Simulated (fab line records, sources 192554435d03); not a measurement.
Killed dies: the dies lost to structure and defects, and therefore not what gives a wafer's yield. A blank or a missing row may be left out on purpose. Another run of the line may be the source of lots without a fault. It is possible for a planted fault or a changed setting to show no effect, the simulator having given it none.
Split-lot trial | flow n5Finfet | 39 wafers read from 7 lots, route of 1938 steps

## THE SPLIT ITSELF
At N5_BEOL_M3_ILD_DEP_00 (deposits SiOC from DEMS/O2, target thk 79 nm, time 15.3 s), the setting timeS was moved away from the recipe's 15.3 s on 9 of the 39 wafers read, by +27.4% to +53.4%. The other wafers ran this setting at the recipe's value.

Split to reading: the file shows no intervening step.

## THE READING
At N5_BEOL_M3_THK_MEAS_01: M3_ILD_THK, given in nm. A value of 79.0 nm with a standard deviation of 1.1 nm is what fault-free wafers of this fab line usually give.

wafer  | tool, chamber at the split | timeS as run, s | against the recipe | M3_ILD_THK, nm | against lot-mates on the recipe
L078.1 | pecvd-02, 2                | 15.3            | recipe             | 77.3           | -
L078.2 | pecvd-02, 0                | 15.3            | recipe             | 76.5           | -
L078.3 | pecvd-02, 0                | 15.3            | recipe             | 77.9           | -
L078.4 | pecvd-02, 2                | 15.3            | recipe             | 77.8           | -
L078.5 | pecvd-02, 0                | 15.3            | recipe             | 78.3           | -
L078.6 | pecvd-02, 2                | 15.3            | recipe             | 76.9           | -
L079.1 | pecvd-01, 0,2              | 15.3            | recipe             | 78.8           | -
L079.3 | pecvd-01, 0,2              | 15.3            | recipe             | 78.8           | -
L079.4 | pecvd-01, 0                | 15.3            | recipe             | 80.9           | -
L080.1 | pecvd-01, 1                | 20.46           | +33.7%             | 105.9          | +26.2
L080.2 | pecvd-01, 0                | 15.3            | recipe             | 80.0           | -
L080.3 | pecvd-01, 2                | 15.3            | recipe             | 78.9           | -
L080.4 | pecvd-01, 1                | 15.3            | recipe             | 80.1           | -
L080.5 | pecvd-01, 0                | 20.46           | +33.7%             | 106.9          | +27.2
L080.6 | pecvd-01, 2                | 20.46           | +33.7%             | 107.2          | +27.5
L089.1 | pecvd-03, 1                | 15.3            | recipe             | 79.3           | -
L089.2 | pecvd-03, 2                | 23.47           | +53.4%             | 120.0          | +40.3
L089.3 | pecvd-03, 0                | 23.47           | +53.4%             | 119.6          | +39.9
L089.4 | pecvd-03, 0                | 15.3            | recipe             | 79.8           | -
L089.5 | pecvd-03, 1                | 15.3            | recipe             | 79.9           | -
L089.6 | pecvd-03, 2                | 23.47           | +53.4%             | 121.7          | +42.0
L090.1 | pecvd-03, 2,1,1            | 15.3            | recipe             | 77.7           | -
L090.2 | pecvd-03, 2,1,1            | 15.3            | recipe             | 77.8           | -
L090.3 | pecvd-03, 0                | 15.3            | recipe             | 78.6           | -
L090.4 | pecvd-03, 2                | 15.3            | recipe             | 78.1           | -
L090.5 | pecvd-03, 2,1,1            | 15.3            | recipe             | 77.9           | -
L090.6 | pecvd-03, 0                | 15.3            | recipe             | 79.0           | -
L093.1 | pecvd-03, 0,2              | 15.3            | recipe             | 79.7           | -
L093.2 | pecvd-03, 2,1              | 15.3            | recipe             | 78.1           | -
L093.3 | pecvd-03, 2,1              | 15.3            | recipe             | 78.2           | -
L093.4 | pecvd-03, 1                | 15.3            | recipe             | 80.4           | -
L093.5 | pecvd-03, 0                | 15.3            | recipe             | 80.0           | -
L093.6 | pecvd-03, 0,2              | 15.3            | recipe             | 79.6           | -
L095.1 | pecvd-03, 1                | 19.49           | +27.4%             | 97.8           | +20.2
L095.2 | pecvd-03, 0                | 19.49           | +27.4%             | 98.8           | +21.2
L095.3 | pecvd-03, 2                | 15.3            | recipe             | 76.2           | -
L095.4 | pecvd-03, 2                | 15.3            | recipe             | 78.5           | -
L095.5 | pecvd-03, 1                | 15.3            | recipe             | 78.2           | -
L095.6 | pecvd-03, 0                | 19.49           | +27.4%             | 99.4           | +21.8
When a row names more than one chamber, that row covers several wafers, and the file does not tell which wafer ran in which chamber.

THE FIT
A straight line over all 39 wafers: M3_ILD_THK changes by +0.787 nm for each +1% of timeS; r = +1.00; the points scatter about the line by 1.3 nm.
The same after taking each lot's own level away (the mean of its wafers on the recipe; 39 wafers): +0.772 nm for each +1%; r = +1.00; scatter 0.8 nm.
The reading moves by 41 nm for the largest change in timeS, on that fit.
The lots' own levels span 77.45 to 79.67 nm, that is 2.0 times the standard deviation above.
The two slopes are in agreement: the lot-to-lot level therefore moves the slope only a little.
Check: +41.5 nm against its lot-mates is what the line predicts for one of the wafers moved furthest among these (+53.4%) when that wafer is left out of the fit. It came out at +40.3 nm against them.

## THE WHOLE CHAIN: every reading that the file lists as answering this split, in the file's order
step                   | what it does                                              | reading                                                                           | change (the file's fit)               | r (the file's)
N5_BEOL_M3_ILD_DEP_00  | deposits SiOC from DEMS/O2, target thk 79 nm, time 15.3 s | SiOC_of_BEOL_M3_ILD_DEP_00.thkNm (the simulator's own value, which no gauge read) | +0.772 nm for each +1% of the setting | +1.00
N5_BEOL_M3_THK_MEAS_01 |                                                           | M3_ILD_THK                                                                        | +0.773 for each +1% of the setting    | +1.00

## THE FILE'S OWN FIT
M3_ILD_THK changes by +0.773 nm for each +1% of timeS, r = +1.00.
